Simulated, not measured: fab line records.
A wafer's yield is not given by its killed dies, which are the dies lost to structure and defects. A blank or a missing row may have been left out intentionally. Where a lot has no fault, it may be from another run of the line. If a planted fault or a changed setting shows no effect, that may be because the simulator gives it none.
fab line records	flow nandHarc
[record] lots = 24	wafers = 72	lastDay = 33
route steps=1302 shown A_CHANNEL_HOLE_D2@603 A_CHANNEL_FILL_D2@615
lots that met no fault: taken from a fault-free run of the same line
startH: start of the lot's first displayed wafer, in hours after the record's first day	waitH: hours from the lot's prior step to this one	" the same as in the row above	L1.1+2: several wafers, shown together as one row	- no value, or no start given	* or withheld: withheld	< > ~ a bound
route shown NAME@n: a module of which the file shows steps, and the number in the route of the first	usual: the fault-free wafers' mean and standard deviation	same: alike in all rows	chamber/n: place in a boat	sites: readings site by site	_std_site: standard deviation across them	_edge_site: the outer-site mean with the inner-site mean subtracted	radiusMm: how far each site lies from the wafer's centre	mask NAME#n: copy n	behind: the tool/chamber that last shaped the wafer	hold: why the lot was held/for how many hours/how that ended	device: the transistor (n, p or np) that didn't switch	end of line: the route-end tests of the same wafers	a step with no rows: only its recipe	killed: count of dies lost to structure and defects at first sort (not the wafer's yield)	map: a wafer's dies, x killed, . not, _ none there
set.NAME: the setting as run; set.NAME@STEP: as run at that earlier step	model.NAME: the simulator's own value behind a step, which no gauge read
the route's steps for a sample of lots (tables are steps, rows are wafers)
services: the hour from which a tool's chamber was out of use, counted from the record's first day as startH (under 0 if before that day), plus the number of hours and why
[[steps]]
[step NHARC_A_CHANNEL_HOLE_D2_ETCH_44]
[recipe] targetDepthA = 1400	overetchA = 140	timeS = 77	ionEnergyEv = 100	cf4FlowSccm = 80	o2FlowSccm = 20	arFlowSccm = 0	rfW = 300	biasW = 100	chemistry = CF4/O2
[usual] biasW = 100.0/0.3	drypumpMotorCurrentA = 5.5/0.41	oesProductAu = 0.999/0.0079	rfVppV = 197.3/1.3	showerheadPlenumPTorr = 1.31/0.052	throttleValvePct = 13.398/0.0094
[same] timeS = 77
lot.wafer	tool	chamber	startH	waitH	biasW	drypumpMotorCurrentA	oesProductAu	rfHoursCounterH	rfVppV	showerheadPlenumPTorr	throttleValvePct
L074.2	rieDiel-01	3	304.17	0.1	99.7	5.4	1.000	5.3	197.7	1.30	13.398
L074.4	"	1	"	"	99.9	5.3	0.992	-	197.5	1.31	13.400
L074.6	"	3	"	"	99.9	5.4	0.991	-	195.6	1.30	13.401
L076.1	rieDiel-09	2	311.23	0.1	99.3	5.4	1.012	12.6	196.6	1.26	13.413
L076.2	"	0	"	"	99.9	6.2	1.008	13.5	200.5	1.43	13.406
L076.3	"	1	"	"	99.5	6.2	1.012	13.6	196.4	1.32	13.394
L075.1	rieDiel-02	3	311.28	0.1	99.9	5.3	1.006	2.0	196.9	1.26	13.388
L075.5	"	0	"	"	100.0	5.1	0.999	-	198.0	1.29	13.404
L075.6	"	1	"	"	100.0	5.0	1.005	-	199.4	1.43	13.389
L077.2	rieDiel-01	1	332.41	0.1	99.9	5.4	0.981	7.2	196.9	1.31	13.391
L077.4	"	2	"	"	100.2	5.8	0.990	5.6	197.2	1.28	13.406
L077.3	"	3	"	"	100.2	5.4	0.995	7.0	198.2	1.30	13.406
L078.1	rieDiel-01	1	343.72	0.1	99.8	5.4	0.999	7.6	195.4	1.31	13.397
L078.2	"	3	"	"	99.6	5.4	0.995	7.2	196.5	1.30	13.399
L078.6	"	0	"	"	100.3	5.1	1.000	-	196.8	1.27	13.396
L079.2	rieDiel-02	1	353.74	0.1	100.1	5.0	1.015	5.5	200.3	1.43	13.397
L079.1	"	0	"	"	99.7	5.2	1.003	5.5	197.1	1.29	13.397
L079.6	"	2	"	"	99.6	6.3	1.001	-	199.8	1.41	13.395
L080.1	rieDiel-01	1	355.77	0.0	100.0	5.3	0.991	8.1	195.4	1.31	13.397
L080.4	"	2	"	"	100.4	5.8	0.992	6.6	196.6	1.28	13.396
L080.2	"	3	"	"	99.7	5.4	0.990	8.2	197.5	1.30	13.410
L081.1	rieDiel-01	2	367.68	0.1	99.8	5.8	0.986	6.9	196.5	1.28	13.401
L081.5	"	3	"	"	100.0	5.4	0.994	-	196.8	1.30	13.389
L081.6	"	0	"	"	99.9	5.1	1.000	-	197.8	1.27	13.411
L082.4	rieDiel-01	0	374.97	0.1	100.2	5.1	1.001	9.3	196.2	1.27	13.390
L082.1	"	2	"	"	99.8	5.8	0.987	7.5	194.5	1.28	13.403
L082.5	"	1	"	"	99.8	5.4	1.004	-	197.6	1.31	13.391
L084.2	rieDiel-09	1	400.28	0.1	99.8	6.1	1.007	3.1	197.3	1.32	13.404
L084.1	"	3	"	"	100.0	6.1	0.999	3.4	198.6	1.37	13.404
L084.6	"	2	"	"	100.0	5.3	1.011	-	196.3	1.26	13.387
L083.4	rieDiel-09	1	403.17	0.0	100.0	6.2	1.002	3.3	196.2	1.32	13.396
L083.2	"	3	"	"	99.8	6.1	1.007	3.5	197.9	1.37	13.401
L083.3	"	0	"	"	100.1	6.2	0.985	3.9	199.2	1.43	13.403
L085.4	rieDiel-02	2	404.79	0.1	99.9	6.3	0.995	7.4	199.8	1.41	13.376
L085.1	"	0	"	"	100.1	5.1	0.995	7.5	197.2	1.29	13.384
L085.6	"	2	"	"	99.9	6.3	0.995	-	198.7	1.41	13.380
L086.2	rieDiel-01	1	412.29	0.1	100.1	5.3	0.993	2.0	198.0	1.31	13.408
L086.4	"	2	"	"	99.9	5.8	0.995	2.3	196.1	1.28	13.396
L086.6	"	1	"	"	100.3	5.3	0.996	-	197.2	1.31	13.399
L087.2	rieDiel-01	2	429.59	0.0	99.8	5.7	0.993	3.9	196.2	1.28	13.399
L087.3	"	3	"	"	100.1	5.4	0.995	3.8	197.8	1.30	13.405
L087.1	"	1	"	"	100.3	5.3	0.996	3.2	197.2	1.31	13.382
L089.4	rieDiel-01	0	441.58	0.1	99.8	5.1	0.991	3.6	197.5	1.27	13.405
L089.3	"	1	"	"	100.3	5.4	0.993	3.6	198.2	1.31	13.407
L089.6	"	0	"	"	99.8	5.1	0.985	-	196.4	1.27	13.391
L088.4	rieDiel-09	0	451.01	0.1	100.5	6.2	0.993	6.0	199.4	1.43	13.432
L088.6	"	0	"	"	99.9	6.2	0.993	-	199.9	1.43	13.411
L088.5	"	1	"	"	100.3	6.2	1.004	-	197.7	1.32	13.394
L090.3	rieDiel-01	0	462.26	0.1	100.2	5.1	1.001	4.4	196.2	1.27	13.408
L090.2	"	2	"	"	99.8	5.8	1.002	5.4	197.5	1.28	13.401
L090.6	"	1	"	"	99.8	5.3	1.005	-	197.8	1.31	13.396
L092.3	rieDiel-01	3	472.44	0.1	100.0	5.4	0.990	5.4	196.3	1.30	13.402
L092.4	"	0	"	"	99.6	5.1	0.996	4.6	195.4	1.27	13.399
L092.2	"	1	"	"	100.2	5.3	0.992	4.7	196.3	1.31	13.380
L091.4	rieDiel-09	3	474.39	0.1	100.4	6.1	1.003	8.3	199.2	1.37	13.396
L091.1	"	1	"	"	99.8	6.1	1.004	8.8	196.2	1.32	13.397
L091.5	"	0	"	"	100.6	6.2	0.994	-	199.5	1.43	13.402
L093.4	rieDiel-09	3	488.67	0.1	99.7	6.1	1.012	8.7	199.4	1.37	13.388
L093.2	"	0	"	"	99.2	6.2	1.008	9.0	200.1	1.43	13.388
L093.6	"	1	"	"	100.6	6.2	1.013	-	197.1	1.32	13.393
L094.1	rieDiel-01	1	493.91	0.1	100.1	5.3	0.988	5.7	197.7	1.31	13.401
L094.5	"	2	"	"	99.7	5.8	0.999	-	196.5	1.28	13.396
L094.6	"	0	"	"	100.1	5.1	0.992	-	197.5	1.27	13.399
L095.1	rieDiel-01	0	503.35	0.1	100.0	5.1	1.004	7.3	196.9	1.27	13.390
L095.6	"	1	"	"	100.2	5.4	0.986	-	196.9	1.31	13.396
L095.4	"	2	"	"	99.7	5.8	1.002	-	195.1	1.28	13.386
L096.1	rieDiel-02	2	519.75	0.1	100.1	6.3	1.004	2.9	199.5	1.41	13.376
L096.5	"	3	"	"	99.9	5.3	1.006	-	196.3	1.26	13.411
L096.6	"	0	"	"	100.0	5.1	1.000	-	195.8	1.29	13.401
L097.2	rieDiel-01	0	528.21	0.1	100.0	5.1	1.003	8.4	196.6	1.27	13.398
L097.4	"	1	"	"	100.2	5.4	1.000	8.3	197.1	1.31	13.403
L097.6	"	2	"	"	99.8	5.8	1.007	-	196.1	1.28	13.398
[step NHARC_A_CHANNEL_HOLE_D2_CD_MEAS_31]
[usual] cdNm = 89.9/1
lot.wafer	tool	chamber	startH	waitH	cdNm
L074.2	cdSem-01	-	305.08	-	91.1
L074.4	"	-	"	"	89.9
L074.6	"	-	"	"	90.4
L076.1	cdSem-02	-	312.02	-	89.3
L076.2	"	-	"	"	88.3
L076.3	"	-	"	"	90.1
L075.1	cdSem-03	-	312.05	-	91.9
L075.5	"	-	"	"	91.8
L075.6	"	-	"	"	91.8
L077.2	cdSem-02	-	333.20	-	89.2
L077.3	"	-	"	"	89.5
L077.4	"	-	"	"	89.8
L078.1	cdSem-01	-	344.52	-	87.9
L078.2	"	-	"	"	89.4
L078.6	"	-	"	"	88.8
L079.1	cdSem-03	-	354.54	-	89.4
L079.2	"	-	"	"	90.4
L079.6	"	-	"	"	90.6
L080.1	cdSem-02	-	356.57	-	88.9
L080.2	"	-	"	"	89.0
L080.4	"	-	"	"	88.3
L081.1	cdSem-01	-	368.45	-	90.1
L081.5	"	-	"	"	88.8
L081.6	"	-	"	"	89.1
L082.1	cdSem-02	-	375.76	-	91.9
L082.4	"	-	"	"	90.5
L082.5	"	-	"	"	89.5
L084.1	cdSem-02	-	401.08	-	88.5
L084.2	"	-	"	"	90.6
L084.6	"	-	"	"	90.5
L083.2	cdSem-02	-	403.96	-	90.5
L083.3	"	-	"	"	90.0
L083.4	"	-	"	"	91.0
L085.1	cdSem-03	-	405.58	-	90.9
L085.4	"	-	"	"	91.1
L085.6	"	-	"	"	90.3
L086.2	cdSem-02	-	413.08	-	89.8
L086.4	"	-	"	"	90.4
L086.6	"	-	"	"	89.9
L087.1	cdSem-01	-	430.39	-	89.0
L087.2	"	-	"	"	88.4
L087.3	"	-	"	"	89.1
L089.3	cdSem-02	-	442.38	-	90.8
L089.4	"	-	"	"	91.5
L089.6	"	-	"	"	91.5
L088.4	cdSem-02	-	452.31	-	90.2
L088.5	"	-	"	"	91.4
L088.6	"	-	"	"	89.5
L090.2	cdSem-02	-	463.05	-	89.7
L090.3	"	-	"	"	90.4
L090.6	"	-	"	"	90.3
L092.2	cdSem-02	-	473.24	-	88.5
L092.3	"	-	"	"	88.1
L092.4	"	-	"	"	88.5
L091.1	cdSem-03	-	475.19	-	90.9
L091.4	"	-	"	"	89.5
L091.5	"	-	"	"	88.8
L093.2	cdSem-02	-	489.46	-	88.9
L093.4	"	-	"	"	89.7
L093.6	"	-	"	"	89.9
L094.1	cdSem-03	-	494.80	-	89.2
L094.5	"	-	"	"	89.8
L094.6	"	-	"	"	91.8
L095.1	cdSem-01	-	504.27	-	89.9
L095.4	"	-	"	"	89.0
L095.6	"	-	"	"	89.1
L096.1	cdSem-01	-	520.54	-	89.5
L096.5	"	-	"	"	89.7
L096.6	"	-	"	"	90.8
L097.2	cdSem-02	-	528.99	-	90.6
L097.4	"	-	"	"	89.0
L097.6	"	-	"	"	90.0
[step NHARC_A_CHANNEL_FILL_D2_ALD_15]
[recipe] targetThkA = 20	pulseTimeS = 60	aldCycles = 19	tempC = 630	pressureTorr = 2	material = SiNx
[usual] precursorPulseHeightRel = 1.001/0.019
[same] aldCycles = 19	pulseTimeS = 60
lot.wafer	tool	chamber	startH	waitH	precursorPulseHeightRel
L074.2	aldSinBatch-03	0	-	-	0.983
L074.4	"	0	"	"	1.019
L074.6	"	0	"	"	1.014
L075.1	aldSinBatch-03	0	-	-	0.996
L075.5	"	0	"	"	0.971
L075.6	"	0	"	"	0.995
L076.1	aldSinBatch-03	0	-	-	1.011
L076.2	"	0	"	"	1.024
L076.3	"	0	"	"	0.991
L077.2	aldSinBatch-02	0	-	-	1.029
L077.3	"	0	"	"	0.993
L077.4	"	0	"	"	0.962
L078.1	aldSinBatch-01	0	-	-	0.989
L078.2	"	0	"	"	1.007
L078.6	"	0	"	"	0.997
L079.1	aldSinBatch-02	0	-	-	0.995
L079.2	"	0	"	"	1.014
L079.6	"	0	"	"	1.001
L080.1	aldSinBatch-02	0	-	-	1.004
L080.2	"	0	"	"	1.008
L080.4	"	0	"	"	0.996
L081.1	aldSinBatch-01	0	-	-	0.987
L081.5	"	0	"	"	0.989
L081.6	"	0	"	"	0.963
L082.1	aldSinBatch-03	0	-	-	1.011
L082.4	"	0	"	"	0.995
L082.5	"	0	"	"	1.030
L084.1	aldSinBatch-02	0	-	-	1.017
L084.2	"	0	"	"	1.025
L084.6	"	0	"	"	1.003
L083.2	aldSinBatch-02	0	-	-	1.009
L083.3	"	0	"	"	1.005
L083.4	"	0	"	"	1.000
L085.1	aldSinBatch-02	0	-	-	0.997
L085.4	"	0	"	"	0.995
L085.6	"	0	"	"	1.032
L086.2	aldSinBatch-01	0	-	-	0.976
L086.4	"	0	"	"	1.011
L086.6	"	0	"	"	0.989
L087.1	aldSinBatch-01	0	-	-	1.001
L087.2	"	0	"	"	1.000
L087.3	"	0	"	"	1.032
L089.3	aldSinBatch-02	0	-	-	0.985
L089.4	"	0	"	"	0.994
L089.6	"	0	"	"	0.992
L088.4	aldSinBatch-02	0	-	-	0.987
L088.5	"	0	"	"	1.015
L088.6	"	0	"	"	1.009
L090.2	aldSinBatch-01	0	-	-	0.975
L090.3	"	0	"	"	1.016
L090.6	"	0	"	"	1.000
L091.1	aldSinBatch-02	0	-	-	1.058
L091.4	"	0	"	"	0.995
L091.5	"	0	"	"	0.993
L092.2	aldSinBatch-02	0	-	-	0.989
L092.3	"	0	"	"	1.028
L092.4	"	0	"	"	1.000
L093.2	aldSinBatch-03	0	-	-	1.031
L093.4	"	0	"	"	0.973
L093.6	"	0	"	"	1.025
L094.1	aldSinBatch-01	0	-	-	0.999
L094.5	"	0	"	"	1.003
L094.6	"	0	"	"	1.036
L095.1	aldSinBatch-03	0	-	-	0.992
L095.4	"	0	"	"	1.007
L095.6	"	0	"	"	0.984
L096.1	aldSinBatch-02	0	-	-	1.006
L096.5	"	0	"	"	1.001
L096.6	"	0	"	"	1.052
L097.2	aldSinBatch-03	0	-	-	0.999
L097.4	"	0	"	"	0.970
L097.6	"	0	"	"	0.961
[step NHARC_A_CHANNEL_FILL_D2_ETCHBACK_19]
[recipe] targetDepthA = 50	timeS = 1.7	hbrFlowSccm = 150	cl2FlowSccm = 50	rfW = 400	icpW = 400	biasW = 100	chemistry = HBr/Cl2
[usual] biasW = 99.98/0.29	drypumpMotorCurrentA = 5.7/0.48	oesProductAu = 1.000/0.0073	throttleValvePct = 26.406/0.0091
[same] timeS = 1.7
lot.wafer	tool	chamber	startH	waitH	biasW	drypumpMotorCurrentA	oesProductAu	rfHoursCounterH	throttleValvePct
L074.2	rieSi-02	3	330.39	0.4	99.93	5.8	1.001	0.3	26.408
L074.6	"	3	"	"	100.46	5.8	1.004	-	26.408
L074.4	"	2	"	"	100.19	4.9	1.003	-	26.410
L076.3	rieSi-01	0	336.35	0.4	100.33	5.2	1.007	0.8	26.411
L076.1	"	1	"	"	99.93	6.0	1.006	0.9	26.404
L076.2	"	2	"	"	99.58	6.1	1.007	0.9	26.423
L075.1	rieSi-03	1	336.37	0.4	99.99	6.2	0.993	0.5	26.398
L075.5	"	0	"	"	100.34	5.4	0.996	-	26.416
L075.6	"	1	"	"	99.99	6.2	0.993	-	26.397
L077.2	rieSi-03	3	357.64	0.4	99.81	5.7	1.003	0.7	26.413
L077.4	"	1	"	"	100.32	6.2	0.997	0.6	26.393
L077.3	"	2	"	"	100.01	5.9	1.006	0.7	26.404
L078.1	rieSi-02	2	370.72	0.4	100.09	4.9	0.991	0.6	26.408
L078.2	"	0	"	"	100.36	5.2	0.996	0.6	26.403
L078.6	"	3	"	"	99.75	5.8	0.996	-	26.425
L080.4	rieSi-03	3	379.89	0.4	99.91	5.7	1.007	0.9	26.400
L080.2	"	1	"	"	99.82	6.2	1.001	0.8	26.410
L080.1	"	2	"	"	100.66	5.9	1.008	0.8	26.390
L079.1	rieSi-01	0	379.91	0.4	99.84	5.2	1.003	0	26.408
L079.2	"	2	"	"	100.31	6.1	0.995	0	26.422
L079.6	"	3	"	"	99.57	5.7	0.993	-	26.395
L081.1	rieSi-03	3	393.31	0.4	99.79	5.7	0.996	1.0	26.406
L081.6	"	3	"	"	100.18	5.7	1.005	-	26.401
L081.5	"	0	"	"	100.08	5.4	1.016	-	26.405
L082.1	rieSi-02	2	401.17	0.4	99.56	4.9	0.996	0.9	26.408
L082.4	"	0	"	"	99.76	5.2	0.998	0.8	26.406
L082.5	"	2	"	"	99.52	4.9	0.992	-	26.402
L083.2	rieSi-02	0	426.33	0.4	100.35	5.2	0.998	1.0	26.393
L083.3	"	1	"	"	100.03	6.7	0.995	0.6	26.406
L083.4	"	3	"	"	99.92	5.8	1.001	1.1	26.409
L084.2	rieSi-03	2	426.33	0.4	99.89	5.9	1.008	0.1	26.408
L084.1	"	0	"	"	99.95	5.5	0.990	0.1	26.398
L084.6	"	0	"	"	99.92	5.5	0.989	-	26.418
L085.4	rieSi-01	0	426.35	0.4	99.57	5.2	0.994	0.4	26.410
L085.1	"	1	"	"	99.65	6.0	0.994	0.3	26.403
L085.6	"	2	"	"	99.71	6.1	1.005	-	26.414
L086.2	rieSi-01	1	437.00	0.4	100.34	5.9	1.004	0.4	26.403
L086.6	"	1	"	"	99.50	5.9	0.991	-	26.419
L086.4	"	0	"	"	99.97	5.2	0.994	-	26.405
L087.3	rieSi-01	0	458.46	0.4	99.88	5.2	1.007	0.6	26.408
L087.1	"	1	"	"	99.92	5.9	1.000	0.5	26.396
L087.2	"	2	"	"	100.41	6.1	1.003	0.5	26.399
L089.3	rieSi-02	3	470.77	0.4	99.86	5.8	1.014	0	26.396
L089.4	"	0	"	"	99.96	5.3	1.007	0	26.421
L089.6	"	3	"	"	100.36	5.8	1.009	-	26.414
L088.4	rieSi-01	1	478.71	0.4	100.29	5.9	1.000	0.7	26.419
L088.5	"	0	"	"	100.07	5.2	1.005	-	26.382
L088.6	"	1	"	"	99.83	5.9	1.003	-	26.392
L090.3	rieSi-02	3	487.60	0.4	100.16	5.8	1.002	0.1	26.410
L090.2	"	1	"	"	99.83	6.7	1.010	0.1	26.402
L090.6	"	3	"	"	100.34	5.8	1.010	-	26.408
L091.4	rieSi-02	0	497.95	0.4	100.43	5.2	0.996	0.2	26.415
L091.1	"	1	"	"	99.57	6.6	0.996	0.1	26.404
L091.5	"	0	"	"	100.00	5.2	1.002	-	26.419
L092.3	rieSi-01	1	497.97	0.4	100.28	5.9	0.995	0.8	26.410
L092.4	"	2	"	"	99.72	6.1	0.991	0.8	26.408
L092.2	"	3	"	"	100.03	5.7	0.999	0.5	26.419
L093.4	rieSi-01	0	514.13	0.4	100.04	5.2	1.007	0.9	26.392
L093.2	"	1	"	"	100.07	5.9	1.002	0.9	26.411
L093.6	"	0	"	"	99.89	5.2	1.008	-	26.400
L094.1	rieSi-03	3	519.51	0.4	99.32	5.7	0.981	0.8	26.402
L094.6	"	3	"	"	99.55	5.7	0.981	-	26.397
L094.5	"	2	"	"	99.79	5.9	0.994	-	26.407
L095.4	rieSi-02	2	530.51	0.4	99.51	4.9	1.012	0.3	26.417
L095.1	"	3	"	"	100.08	5.8	1.002	0.3	26.407
L095.6	"	2	"	"	100.12	4.9	1.009	-	26.419
L096.1	rieSi-02	1	546.36	0.4	99.62	6.6	1.014	0.3	26.385
L096.6	"	2	"	"	100.10	4.9	0.998	-	26.393
L096.5	"	3	"	"	100.21	5.8	0.999	-	26.401
L097.2	rieSi-01	0	556.21	0.4	99.97	5.2	1.009	0	26.407
L097.4	"	3	"	"	99.86	5.7	1.004	0	26.410
L097.6	"	0	"	"	99.71	5.2	0.998	-	26.410
[step NHARC_A_CHANNEL_FILL_D2_ETCHBACK_20]
[recipe] targetDepthA = 270	timeS = 13.5	c4f8FlowSccm = withheld	o2FlowSccm = 8	arFlowSccm = withheld	rfW = 600	biasW = 1500	chemistry = C4F8/O2/Ar
[usual] biasW = 1500/4.4	oesProductAu = 0.993/0.019	rfVppV = 978/5.2
[same] timeS = 13.5
lot.wafer	tool	chamber	startH	waitH	biasW	oesProductAu	rfHoursCounterH	rfVppV
L074.4	rieDiel-03	0	330.54	-	1493	0.992	0.7	970
L074.2	"	1	"	"	1499	0.988	0.9	981
L074.6	"	1	"	"	1504	0.980	-	981
L076.2	rieDiel-12	3	336.50	-	1508	0.996	8.8	984
L076.1	"	0	"	"	1506	0.993	9.4	978
L076.3	"	2	"	"	1501	1.000	9.0	978
L075.1	rieDiel-03	3	336.51	-	1502	1.001	0.6	988
L075.5	"	0	"	"	1495	1.015	-	970
L075.6	"	1	"	"	1493	1.007	-	982
L077.2	rieDiel-05	2	357.77	-	1506	1.009	3.1	978
L077.3	"	3	"	"	1505	1.000	3.2	971
L077.4	"	0	"	"	1496	1.007	3.0	978
L078.2	rieDiel-05	0	370.85	-	1506	1.002	3.5	977
L078.1	"	2	"	"	1501	1.004	3.8	978
L078.6	"	0	"	"	1499	0.997	-	977
L080.2	rieDiel-05	0	380.02	-	1493	1.001	3.7	976
L080.4	"	1	"	"	1503	1.008	4.2	977
L080.1	"	3	"	"	1497	1.010	4.1	972
L079.2	rieDiel-03	3	380.04	-	1495	1.003	2.6	989
L079.1	"	0	"	"	1500	1.004	2.7	968
L079.6	"	1	"	"	1497	1.001	-	983
L081.1	rieDiel-05	2	393.45	-	1506	0.934	4.1	978
L081.6	"	0	"	"	1498	0.979	-	978
L081.5	"	1	"	"	1497	0.985	-	977
L082.4	rieDiel-03	2	401.28	-	1500	0.987	3.0	974
L082.1	"	0	"	"	1503	1.006	2.9	969
L082.5	"	3	"	"	1499	0.986	-	989
L085.4	rieDiel-05	1	426.46	-	1494	1.006	0.1	976
L085.1	"	2	"	"	1501	1.016	0.1	977
L085.6	"	1	"	"	1498	0.997	-	977
L083.2	rieDiel-03	2	426.48	-	1502	0.987	3.4	973
L083.4	"	3	"	"	1502	0.996	3.3	988
L083.3	"	0	"	"	1499	0.994	3.3	969
L084.2	rieDiel-05	0	426.51	-	1496	0.998	0.1	977
L084.1	"	2	"	"	1496	0.995	0.1	978
L084.6	"	0	"	"	1500	0.999	-	979
L086.2	rieDiel-05	1	437.16	-	1504	0.992	0.6	977
L086.4	"	2	"	"	1493	1.003	0.5	977
L086.6	"	0	"	"	1502	1.005	-	977
L087.3	rieDiel-05	2	458.61	-	1493	1.005	1.2	977
L087.1	"	3	"	"	1498	0.996	1.6	973
L087.2	"	0	"	"	1502	1.004	1.6	977
L089.3	rieDiel-03	0	470.91	-	1493	1.005	0	968
L089.4	"	1	"	"	1493	1.002	0	983
L089.6	"	2	"	"	1502	0.998	-	973
L088.4	rieDiel-03	2	478.86	-	1499	1.009	0.1	974
L088.5	"	3	"	"	1501	0.993	-	987
L088.6	"	0	"	"	1500	1.008	-	968
L090.2	rieDiel-12	2	487.72	-	1497	0.998	6.2	978
L090.3	"	3	"	"	1498	0.995	6.0	983
L090.6	"	2	"	"	1496	0.998	-	979
L091.1	rieDiel-12	0	498.09	-	1502	0.997	6.3	977
L091.4	"	2	"	"	1507	0.999	7.4	977
L091.5	"	0	"	"	1502	1.004	-	977
L092.4	rieDiel-03	2	498.09	-	1498	0.963	0.4	974
L092.3	"	3	"	"	1500	0.980	0.3	987
L092.2	"	0	"	"	1502	0.982	0.4	969
L093.2	rieDiel-05	2	514.28	-	1506	0.941	2.5	978
L093.4	"	0	"	"	1490	0.934	-	979
L093.6	"	1	"	"	1500	0.934	-	977
L094.1	rieDiel-05	0	519.67	-	1502	1.004	3.2	978
L094.6	"	3	"	"	1504	0.933	-	972
L094.5	"	0	"	"	1496	0.999	-	976
L095.4	rieDiel-05	1	530.65	-	1498	1.011	2.9	978
L095.1	"	2	"	"	1500	1.009	3.2	978
L095.6	"	3	"	"	1491	0.991	-	972
L096.1	rieDiel-03	3	546.45	-	1505	0.969	1.6	989
L096.5	"	1	"	"	1501	0.967	-	983
L096.6	"	2	"	"	1502	0.982	-	973
L097.4	rieDiel-05	2	556.34	-	1503	1.001	3.9	977
L097.2	"	3	"	"	1496	0.998	4.0	972
L097.6	"	2	"	"	1501	1.006	-	977
[step NHARC_A_CHANNEL_FILL_D2_CMP_10]
[recipe] targetThkNm = 150
[usual] motorCurrentA = 11.8/0.92	timeToEndpointS = 15.6/1.9
lot.wafer	tool	chamber	startH	waitH	motorCurrentA	timeToEndpointS
L074.4	cmp-01	3	355.33	0.4	13.0	18.7
L074.2	"	2	"	"	12.5	16.7
L074.6	"	0	"	"	11.7	13.4
L076.3	cmp-01	3	360.45	0.4	12.5	19.8
L076.1	"	0	"	"	12.5	17.2
L076.2	"	2	"	"	12.5	20.0
L075.1	cmp-02	1	360.45	0.4	11.6	15.9
L075.5	"	1	"	"	11.4	15.5
L075.6	"	2	"	"	9.8	16.0
L077.2	cmp-03	0	382.21	0.4	13.6	13.7
L077.4	"	2	"	"	11.2	18.4
L077.3	"	3	"	"	12.5	15.8
L078.2	cmp-02	0	395.15	0.4	11.6	17.2
L078.1	"	1	"	"	11.2	16.3
L078.6	"	1	"	"	12.4	16.5
L080.2	cmp-01	1	403.35	0.4	11.7	12.4
L080.1	"	2	"	"	12.2	14.3
L080.4	"	3	"	"	12.1	13.5
L079.1	cmp-03	0	403.38	0.4	13.2	17.4
L079.2	"	1	"	"	11.0	17.6
L079.6	"	3	"	"	12.7	20.3
L081.1	cmp-03	0	419.31	0.4	13.1	17.1
L081.6	"	0	"	"	13.5	16.9
L081.5	"	1	"	"	10.8	16.4
L082.4	cmp-01	1	432.25	0.5	11.0	14.5
L082.1	"	2	"	"	12.1	15.2
L082.5	"	1	"	"	11.3	16.9
L084.1	cmp-01	1	454.20	0.4	11.8	15.7
L084.2	"	2	"	"	12.5	17.4
L084.6	"	2	"	"	11.9	18.1
L085.4	cmp-02	2	454.23	0.4	10.0	15.6
L085.1	"	3	"	"	12.9	15.7
L085.6	"	1	"	"	12.1	14.8
L083.2	cmp-01	2	457.83	0.4	12.6	14.0
L083.3	"	3	"	"	12.2	15.5
L083.4	"	1	"	"	11.0	15.0
L086.4	cmp-01	0	460.32	0.4	12.1	14.3
L086.2	"	1	"	"	11.9	13.8
L086.6	"	2	"	"	12.4	16.1
L087.2	cmp-03	0	481.98	0.4	13.0	15.5
L087.3	"	1	"	"	10.7	13.6
L087.1	"	2	"	"	10.4	17.3
L089.3	cmp-02	1	494.05	0.4	11.2	15.6
L089.4	"	3	"	"	12.5	16.3
L089.6	"	1	"	"	11.9	17.5
L088.4	cmp-01	0	501.44	0.4	11.8	14.0
L088.5	"	1	"	"	11.0	14.0
L088.6	"	2	"	"	12.5	13.5
L090.2	cmp-02	0	510.73	0.4	12.3	12.7
L090.3	"	3	"	"	11.8	15.6
L090.6	"	0	"	"	12.3	14.6
L092.3	cmp-03	2	521.20	0.4	11.1	14.4
L092.2	"	3	"	"	13.6	17.8
L092.4	"	1	"	"	11.0	14.4
L091.4	cmp-01	1	521.20	0.4	11.2	13.8
L091.1	"	2	"	"	12.2	16.8
L091.5	"	2	"	"	12.4	16.2
L093.4	cmp-03	2	538.24	0.4	10.3	13.5
L093.2	"	1	"	"	10.8	13.9
L093.6	"	2	"	"	10.4	17.1
L094.1	cmp-03	3	542.89	0.4	12.9	19.8
L094.6	"	1	"	"	10.6	18.0
L094.5	"	2	"	"	10.1	19.4
L095.1	cmp-02	0	553.94	0.4	12.3	13.9
L095.4	"	3	"	"	12.4	17.2
L095.6	"	0	"	"	12.3	17.1
L096.1	cmp-02	1	569.57	0.4	12.2	16.2
L096.6	"	1	"	"	11.4	17.2
L096.5	"	2	"	"	10.4	13.3
L097.2	cmp-03	2	579.49	0.4	10.9	17.8
L097.4	"	3	"	"	13.4	16.7
L097.6	"	1	"	"	10.6	17.3
[[services]]
tool	chamber	startH	hours	kind
rieDiel-03	-	281.30	9.0	pm
cmp-01	-	283.98	4.0	pm
rieDiel-01	2	290.45	15.4	repair
cmp-01	-	296.75	4.8	repair
rieSi-02	1	313.58	30.5	repair
rieDiel-05	2	322.97	4.2	repair
rieSi-01	3	335.44	2.7	repair
rieDiel-05	3	342.70	2.7	repair
rieSi-01	0	347.85	4.2	repair
rieSi-01	-	370.00	9.0	pm
cmp-01	-	370.30	0.6	repair
cmp-01	-	380.14	4.4	repair
rieDiel-01	-	380.85	9.0	pm
rieDiel-05	2	382.19	7.9	repair
rieDiel-05	-	406.64	9.0	pm
cmp-01	-	409.23	1.0	repair
rieSi-02	1	433.56	2.6	repair
rieDiel-01	-	478.45	0.4	repair
rieDiel-01	3	493.37	14.7	repair
rieDiel-05	-	498.08	1.8	repair
rieDiel-01	0	511.60	4.0	repair
rieDiel-05	3	512.25	6.5	repair
rieDiel-01	-	557.85	9.0	pm
aldSinBatch-02	-	559.05	3.0	repair
[[key]]
fault none
